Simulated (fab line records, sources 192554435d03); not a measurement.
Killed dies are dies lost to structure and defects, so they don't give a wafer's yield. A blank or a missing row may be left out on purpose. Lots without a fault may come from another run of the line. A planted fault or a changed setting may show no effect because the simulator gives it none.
fab line records | flow n5_finfet
record lots=6 wafers=18 last_day=17
route steps=1938 shown BEOL_M10@1514 PASSIVATION@1936
lots that met no fault: from a run of the same line without faults
start_h: hours from the record's first day to the start of the lot's first wafer shown | wait_h: hours since the lot's step before | " the same as in the row above | L1.1+2: a row that stands for several wafers | - no value, or no start given | * or withheld: withheld | < > ~ a bound
route shown NAME@n: a module of which the file shows steps, and the number in the route of the first | usual: mean/standard deviation of fault-free wafers | same: alike in all rows | chamber/n: place in a boat | sites: the reading at each site | _std_site: their standard deviation | _edge_site: outer sites' mean less inner sites' | radius_mm: how far each site lies from the wafer's centre | mask NAME#n: copy n | behind: the tool/chamber that last shaped the wafer | hold: why the lot was held/for how many hours/how that ended | device: the transistor (n, p or np) that didn't switch | end of line: the same wafers' tests at the end of the route | a step without rows: its recipe alone | killed: dies lost to structure and defects at the first sort, not the wafer's yield | map: a wafer's dies, x killed, . not, _ none there
set.NAME: the setting as run; set.NAME@STEP: as run at that earlier step | model.NAME: the simulator's own value behind a step, which no gauge read
lots at some steps of the route; a table a step, a row a wafer
services: from which hour (start_h, from the record's first day; less than 0 if before it) a tool's chamber was out of use, for how many hours, and why
## steps
# step N5_BEOL_M10_STRIP_77
# recipe chemistry=N2/H2 time_s=10 power_w=450 temp_c=40 pressure_mtorr=20 rf_frequency_hz=6e+07 bias_power_w=7 n2_flow_sccm=200 h2_flow_sccm=200
# usual drypump_motor_current_A=5.4/0.35 oes_product_au=0.79/0.1 rf_vpp_V=59.1/0.82 showerhead_plenum_p_Torr=2.57/0.067 throttle_valve_pct=23.7/0.33
# same time_s=10
# columns lot.wafer tool chamber start_h wait_h drypump_motor_current_A oes_product_au rf_hours_counter_h rf_vpp_V showerhead_plenum_p_Torr throttle_valve_pct
L194.1 rie_diel-01 3 - - 5.2 0.71 243 59.6 2.50 23.7
L194.2 " 1 " " 6.1 0.78 114 59.5 2.55 23.8
L194.6 " 1 " " 6.1 0.78 - 59.5 2.55 23.8
L195.1 rie_diel-02 1 - - 5.6 0.67 227 57.6 2.62 24.2
L195.2 " 3 " " 5.9 0.73 167 59.4 2.52 23.6
L195.6 " 0 " " 5.2 0.85 - 58.8 2.69 23.8
L197.2 rie_diel-06 2 - - 5.0 0.71 202 59.0 2.61 23.6
L197.5 " 3 " " 5.6 0.86 - 58.5 2.46 23.8
L197.6 " 2 " " 5.0 0.71 - 59.0 2.61 23.6
L202.1 rie_diel-06 1 - - 5.6 0.69 243 59.6 2.59 23.3
L202.3 " 0 " " 5.2 0.73 175 59.9 2.64 24.2
L202.5 " 1 " " 5.6 0.70 - 60.0 2.59 23.3
L210.2 rie_diel-06 2 - - 5.0 0.69 226 59.7 2.60 23.6
L210.4 " 0 " " 5.2 0.72 - 59.3 2.63 24.2
L210.6 " 2 " " 5.0 0.69 - 58.9 2.60 23.6
L212.1 rie_diel-02 1 - - 5.7 0.98 5 60.0 2.61 23.7
L212.2 " 0 " " 5.2 0.81 98 60.1 2.68 23.8
L212.4 " 3 " " 5.9 0.69 211 58.0 2.51 23.7
# step N5_BEOL_M10_OCD_MEAS_38
# usual trench_depth_nm=149.4/2.8
# columns lot.wafer tool chamber start_h wait_h trench_depth_nm
L194.1 ocd-01 - 249.39 - 144.5
L194.2 " - " " 151.3
L194.6 " - " " 149.2
L195.1 ocd-02 - 258.35 - 144.2
L195.2 " - " " 148.3
L195.6 " - " " 147.7
L197.2 ocd-01 - 264.80 - 149.5
L197.5 " - " " 154.0
L197.6 " - " " 149.0
L202.1 ocd-02 - 300.63 - 150.9
L202.3 " - " " 149.9
L202.5 " - " " 149.4
L210.2 ocd-02 - 336.64 - 147.5
L210.4 " - " " 147.4
L210.6 " - " " 147.6
L212.1 ocd-01 - 363.95 - 152.7
L212.2 " - " " 145.3
L212.4 " - " " 146.6
# step N5_BEOL_M10_HM_STRIP_39
# recipe chemistry=peroxide_tin_strip material=TiN target_depth_a=250 temp_c=50 time_s=158
# step N5_BEOL_M10_SRD_40
# recipe time_s=30 temp_c=23 rinse_liquid=diw dry=ipa_marangoni
# step N5_BEOL_M10_PRECLEAN_42
# recipe chemistry=residue_remover time_s=60 temp_c=40
# step N5_BEOL_M10_SRD_43
# recipe time_s=30 temp_c=23 rinse_liquid=diw dry=ipa_marangoni
# step N5_BEOL_M10_CD_MEAS_35
# recipe target_cd_nm=70 polarity=opening
# usual cd_nm=69.8/0.73
# columns lot.wafer tool chamber start_h wait_h cd_nm
L194.1 cd_sem-03 - 249.54 0.0 69.5
L194.2 " - " " 69.5
L194.6 " - " " 70.1
L195.1 cd_sem-02 - 258.50 0.0 69.5
L195.2 " - " " 70.2
L195.6 " - " " 70.2
L197.2 cd_sem-03 - 264.96 0.0 70.3
L197.5 " - " " 70.3
L197.6 " - " " 69.6
L202.1 cd_sem-01 - 300.79 0.0 68.4
L202.3 " - " " 70.5
L202.5 " - " " 69.9
L210.2 cd_sem-03 - 336.79 0.0 69.7
L210.4 " - " " 69.7
L210.6 " - " " 70.8
L212.1 cd_sem-02 - 364.10 0.0 69.7
L212.2 " - " " 70.9
L212.4 " - " " 69.9
# step N5_BEOL_M10_CURE_72
# recipe temp_c=370 time_s=120 ambient=DMADMS/He material=SiCOH_lowk
# usual lamp_power_pct=52.31/0.056 wafer_temp_C_max=371.6/0.44
# same time_s=120
# columns lot.wafer tool chamber start_h wait_h lamp_power_pct wafer_temp_C_max
L194.1 uv_cure-01 2 249.58 0.0 52.29 372.1
L194.2 " 2 " " 52.30 371.2
L194.6 " 2 " " 52.18 371.5
L195.1 uv_cure-02 1 258.54 0.0 52.33 371.7
L195.2 " 1 " " 52.33 371.1
L195.6 " 1 " " 52.37 371.3
L197.2 uv_cure-02 2 265.10 0.1 52.25 371.7
L197.5 " 2 " " 52.26 371.4
L197.6 " 2 " " 52.28 371.8
L202.1 uv_cure-03 1 300.96 0.2 52.50 371.4
L202.3 " 1 " " 52.19 371.7
L202.5 " 1 " " 52.28 371.8
L210.2 uv_cure-03 1 336.88 0.1 52.28 370.9
L210.4 " 1 " " 52.27 371.4
L210.6 " 1 " " 52.34 371.0
L212.1 uv_cure-02 2 364.15 0.0 52.34 371.9
L212.2 " 2 " " 52.37 371.9
L212.4 " 2 " " 52.29 371.5
# step N5_BEOL_M10_DEGAS_44
# recipe ambient=vacuum temp_c=250 time_s=60
# usual heater_power_w=323/32
# same time_s=60
# columns lot.wafer tool chamber start_h wait_h heater_power_w
L194.1 pvd_sputter-02 - 250.11 0.5 329
L194.2 " - " " 297
L194.6 " - " " 340
L195.1 pvd_sputter-02 - 260.51 1.9 346
L195.2 " - " " 309
L195.6 " - " " 303
L197.2 pvd_sputter-02 - 265.75 0.5 330
L197.5 " - " " 347
L197.6 " - " " 333
L202.1 pvd_sputter-02 - 301.40 0.4 332
L202.3 " - " " 345
L202.5 " - " " 340
L210.2 pvd_sputter-03 - 337.39 0.5 370
L210.4 " - " " 348
L210.6 " - " " 303
L212.1 pvd_sputter-03 - 365.06 0.8 344
L212.2 " - " " 298
L212.4 " - " " 265
# step N5_BEOL_M10_PRE_CLEAN_45
# recipe gas=H2/He time_s=30 temp_c=250
# step N5_BEOL_M10_ALD_74
# recipe material=TaN target_thk_a=20 temp_c=275 ald_precursor_family=PDMAT ald_co_reactant=NH3 pressure_torr=3 carrier_flow_sccm=1500 pulse_time_s=2 purge_time_s=3 co_reactant_purge_time_s=2 co_reactant_pulse_time_s=3 ald_cycles=40 precursor_vessel_temp_c=75 precursor_vessel_pressure_torr=26.25 precursor_vessel_carrier_sccm=1000
# step N5_BEOL_M10_SURFACE_TREAT_76
# recipe gas=Ar time_s=* ion_energy_ev=* ion_current_ma_cm2=0.5 pressure_mtorr=* ar_flow_sccm=30
# usual pressure_mtorr=* throttle_valve_pct=*
# same time_s=*
# columns lot.wafer tool chamber start_h wait_h pressure_mtorr throttle_valve_pct
L194.1 pvd_sputter-01 - 250.49 0.2 * *
L194.2 " - " " * *
L194.6 " - " " * *
L195.1 pvd_sputter-02 - 260.93 0.2 * *
L195.2 " - " " * *
L195.6 " - " " * *
L197.2 pvd_sputter-03 - 266.18 0.2 * *
L197.5 " - " " * *
L197.6 " - " " * *
L202.1 pvd_sputter-02 - 301.86 0.2 * *
L202.3 " - " " * *
L202.5 " - " " * *
L210.2 pvd_sputter-03 - 338.34 0.2 * *
L210.4 " - " " * *
L210.6 " - " " * *
L212.1 pvd_sputter-03 - 365.78 0.5 * *
L212.2 " - " " * *
L212.4 " - " " * *
# step N5_BEOL_M10_CVD_75
# recipe material=Co target_thk_a=20 temp_c=withheld precursor=CCTBA/H2 pressure_torr=30 time_s=138.9
# same time_s=138.9
# columns lot.wafer tool chamber start_h wait_h
L194.1+2+6 cvd_co-01 1,2,0 250.57 0.1
L195.1+2+6 cvd_co-01 1,0,2 260.99 0.0
L197.2+5+6 cvd_co-01 1,0,2 266.35 0.1
L197.2+5+6 cvd_co-01 1,0,2 266.67 0.3
L202.1+3+5 cvd_co-02 0,0,2 302.05 0.2
L202.1+3+5 cvd_co-02 0,0,2 302.37 0.3
L210.2+4+6 cvd_co-02 0,2,1 338.40 0.0
L212.1+2+4 cvd_co-01 2,0,1 365.88 0.1
# step N5_BEOL_M10_SPUTTER_48
# recipe material=Cu target_thk_a=120 temp_c=-20 bias_v=60 power_w=26000 chamber_pressure_pa=0.13 time_s=2
# usual chuck_gas_flow_sccm=1.26/0.053 throttle_valve_pct=29.5/0.93
# same time_s=2
# columns lot.wafer tool chamber start_h wait_h chuck_gas_flow_sccm throttle_valve_pct
L194.1 pvd_sputter-01 - 250.91 0.3 1.25 29.8
L194.2 " - " " 1.21 28.1
L194.6 " - " " 1.16 28.0
L195.1 pvd_sputter-02 - 261.15 0.1 1.19 29.9
L195.2 " - " " 1.27 28.6
L195.6 " - " " 1.26 29.0
L197.2 pvd_sputter-02 - 266.79 0.1 1.26 28.6
L197.5 " - " " 1.25 29.1
L197.6 " - " " 1.30 29.7
L202.1 pvd_sputter-03 - 302.54 0.1 1.24 29.2
L202.3 " - " " 1.23 28.7
L202.5 " - " " 1.29 29.5
L210.2 pvd_sputter-01 - 338.60 0.2 1.31 29.9
L210.4 " - " " 1.26 31.3
L210.6 " - " " 1.21 27.9
L212.1 pvd_sputter-01 - 367.14 1.2 1.36 28.1
L212.2 " - " " 1.26 31.5
L212.4 " - " " 1.31 30.1
# step N5_BEOL_M10_ECD_50
# recipe material=Cu target_thk_a=3180
# step N5_BEOL_M10_ANNEAL_51
# recipe temp_c=225 time_s=90 ambient=N2
# step N5_BEOL_M10_CMP_52
# recipe stop_on=SiCOH_lowk t_overpolish_s=7 down_force_psi=1 platen_rpm=50 clearing_platen_down_force_psi=1.5 clearing_platen_rpm=50 post_cmp_clean=cu_alkaline target_thk_nm=140 clearing_platen_pad_velocity_m_s=0.99484 pad_velocity_m_s=0.99484
# usual barrier_field_endpoint_s=28.9/0.75 edge_zone_pressure_frac=1.000/0.0043 motor_current_A=6.2/0.64 overpolish_run_s=7.001/0.0087 slurry_flow_ml_min=150.0/0.46 time_to_endpoint_s=67.1/2.9
# columns lot.wafer tool chamber start_h wait_h barrier_field_endpoint_s edge_zone_pressure_frac motor_current_A overpolish_run_s slurry_flow_ml_min time_to_endpoint_s
L194.1 cmp-03 2 251.47 0.3 27.7 1.005 7.2 6.996 149.4 63.2
L194.2 " 3 " " 28.3 1.006 4.8 7.003 150.0 65.2
L194.6 " 1 " " 28.6 1.000 6.4 7.009 149.8 67.0
L195.2 cmp-02 1 261.75 0.3 28.7 1.000 5.4 6.996 149.7 69.1
L195.1 " 2 " " 28.5 1.003 5.7 6.994 150.3 67.1
L195.6 " 3 " " 28.3 1.003 6.9 6.989 149.8 63.9
L197.2 cmp-03 0 267.42 0.3 31.0 1.004 6.6 7.003 149.6 67.3
L197.5 " 2 " " 30.7 0.998 6.9 7.003 150.0 60.6
L197.6 " 3 " " 31.1 1.001 5.1 7.022 149.7 65.1
L202.3 cmp-04 3 303.06 0.2 32.4 1.009 5.9 7.001 149.7 68.7
L202.1 " 2 " " 31.0 0.996 6.0 7.004 149.5 66.8
L202.5 " 0 " " 31.0 1.008 6.2 6.999 150.8 65.0
L210.4 cmp-04 2 339.35 0.2 28.0 1.002 6.0 6.998 150.6 63.5
L210.2 " 0 " " 28.2 0.999 6.2 6.985 150.1 64.5
L210.6 " 1 " " 29.3 1.001 7.2 7.002 148.4 68.1
L212.1 cmp-04 0 367.66 0.3 28.2 1.006 6.1 7.002 149.8 62.6
L212.2 " 1 " " 29.9 1.002 6.5 7.000 149.9 66.9
L212.4 " 3 " " 28.4 1.002 6.2 7.013 149.3 62.4
# step N5_BEOL_M10_THK_MEAS_53
# recipe thk_meas_gauge=xrf reads=Cu_of_BEOL_M10_ECD_50
# usual M10_THK=141/3.2
# columns lot.wafer tool chamber start_h wait_h M10_THK[nm]
L194.1 film_metro-02 - 251.73 - 134
L194.2 " - " " 141
L194.6 " - " " 139
L195.1 film_metro-01 - 261.97 - 135
L195.2 " - " " 140
L195.6 " - " " 136
L197.2 film_metro-01 - 267.64 - 138
L197.5 " - " " 141
L197.6 " - " " 137
L202.1 film_metro-02 - 303.36 - 139
L202.3 " - " " 138
L202.5 " - " " 137
L210.2 film_metro-02 - 339.61 - 137
L210.4 " - " " 140
L210.6 " - " " 139
L212.1 film_metro-01 - 367.96 - 143
L212.2 " - " " 138
L212.4 " - " " 138
# step N5_PASSIVATION_PROBE_49
# usual defect_limited_yield=91.3/1.5 killed_at_M0_to_M3=34/10 killed_at_M4_up=13/4.9 killed_at_contacts=13/6.1 killed_at_front_end=39/13 killed_at_other=4.1/2.7 killed_dies=103/18 killed_open=68/13 killed_short=32/7.6 sort_bin_5_function=5.2/1 sort_bin_6_memory=3.2/0.75 sort_n_pass=1077/18 sort_yield_pct=91.3/1.5
# same gross_dies=1180 killed_at_back_side=0 sort_bin_4_leakage[%]=0 sort_bin_8_speed[%]=0
# columns lot.wafer tool chamber start_h wait_h defect_limited_yield[%] killed_at_M0_to_M3 killed_at_M4_up killed_at_contacts killed_at_front_end killed_at_other killed_dies killed_open killed_short sort_bin_5_function[%] sort_bin_6_memory[%] sort_n_pass sort_yield_pct[%]
L202.1 prober-02 - 354.91 0.0 90.3 41 22 4 40 8 115 80 32 5.5 3.8 1065 90.3
# killed by level:class
L202.1 STI_FIN_REVEAL:geometric_particle:open=14 DUMMY_GATE:geometric_particle:open=9 BEOL_M0_SAQP:geometric_particle:open=8 BEOL_M4:geometric_particle:open=8 BEOL_M0_SAQP:geometric_particle:short=7 BEOL_M3:geometric_particle:open=6 FIN_SAQP:geometric_particle:open=5 BEOL_M2:geometric_particle:open=5
## services
# columns tool chamber start_h hours kind
cmp-04 - 229.91 4.0 pm
rie_diel-06 1 236.41 28.9 repair
cvd_co-02 - 244.38 6.9 pm
uv_cure-02 - 261.14 1.0 pm
rie_diel-06 - 275.56 1.1 repair
cvd_co-02 0 276.16 15.7 repair
cvd_co-02 - 281.38 2.8 pm
cmp-04 - 283.62 0.9 repair
uv_cure-03 - 287.07 5.5 repair
cmp-03 - 287.73 5.6 repair
rie_diel-06 2 292.86 4.8 repair
cvd_co-02 1 298.47 8.3 repair
pvd_sputter-01 - 302.73 1.0 repair
cmp-03 - 304.46 0.3 repair
cvd_co-02 - 309.53 1.8 repair
uv_cure-03 - 310.81 2.1 pm
rie_diel-02 1 313.80 7.5 repair
pvd_sputter-02 - 321.35 3.9 repair
cvd_co-01 1 321.41 18.7 repair
rie_diel-02 0 323.72 4.4 repair
cmp-04 - 326.14 6.4 repair
rie_diel-02 0 340.03 5.2 repair
cmp-04 - 349.08 1.0 repair
cvd_co-01 2 349.22 6.2 repair
## key
first_sign step=N5_BEOL_M10_CVD_75 reading=visit direction=added
effect step=N5_BEOL_M10_CMP_52 reading=barrier_field_endpoint_s direction=up sigmas=3.1 usual=28.9 struck=31.2
met_at N5_BEOL_M10_CVD_75
struck_wafers L197.2,L197.5,L197.6,L202.1,L202.3,L202.5
fault kind=repeated_step_whole tool=cvd_co-01,cvd_co-02 chamber=- onset_h=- steps=N5_BEOL_M10_CVD_75 times=1 scope=struck_lots_only
